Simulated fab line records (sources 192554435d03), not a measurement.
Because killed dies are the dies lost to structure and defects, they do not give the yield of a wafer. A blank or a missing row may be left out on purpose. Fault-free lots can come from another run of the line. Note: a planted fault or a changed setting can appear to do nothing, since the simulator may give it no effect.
Matching of chambers | flow n5-finfet | ald-metal-03 running N5_HKMG_FIN_ALD_91: 4 sister chambers
The step deposits TiN, target thk 1 nm, pulse time 1 s, purge time 3 s. 8 wafers are shown with their chamber, then 10 later ones without.

## EACH WAFER AND ITS CHAMBER
wafer  | chamber | heater-power-w (W) | precursor-pulse-height-rel
L081.2 | 1       | 784                | 0.989
L084.1 | 0       | 953                | 0.995
L084.3 | 3       | 942                | 0.998
L084.5 | 3       | 954                | 0.991
L086.5 | 1       | 785                | 1.013
L086.6 | 2       | 831                | 1.019
L089.1 | 2       | 800                | 1.001
L089.2 | 0       | 948                | 0.954

## WAFERS WITHOUT THEIR CHAMBER
wafer  | heater-power-w (W) | precursor-pulse-height-rel
L089.5 | 964                | 1.014
L091.3 | 831                | 1.005
L091.4 | 831                | 0.968
L091.6 | 789                | 1.032
L092.3 | 786                | 1.006
L092.5 | 967                | 1.032
L092.6 | 814                | 0.964
L093.1 | 959                | 0.990
L093.3 | 812                | 1.013
L093.6 | 824                | 1.021

## THE CHAMBER EACH PASSED THROUGH
wafer  | from the rows above     | in truth
L089.5 | can't be placed: 3 or 0 | 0
L091.3 | 2                       | 2
L091.4 | can't be placed: 2 or 1 | 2
L091.6 | can't be placed: 1 or 2 | 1
L092.3 | 1                       | 1
L092.5 | can't be placed: 3 or 0 | 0
L092.6 | can't be placed: 2 or 1 | 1
L093.1 | can't be placed: 3 or 0 | 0
L093.3 | 2                       | 2
L093.6 | 2                       | 2
4 of 10 placed correctly. These rows do not allow placing 6 (true chamber among the candidates in 6). Wrongly placed: 0.
How it was worked out, from the rows above alone: a wafer's distance from a chamber is the root of the sum, over the readings, of the square of ((its reading less the chamber's mean) divided by the reading's scatter). The wafer belongs to the nearest chamber; if the next one is less than 2 further off, it can't be placed. The mean given for a chamber averages the wafers shown for that chamber. How the scatter is found: for the shown wafers, subtract from each reading the mean of its chamber, square and add these, divide the total by (wafers less chambers), then take the root.
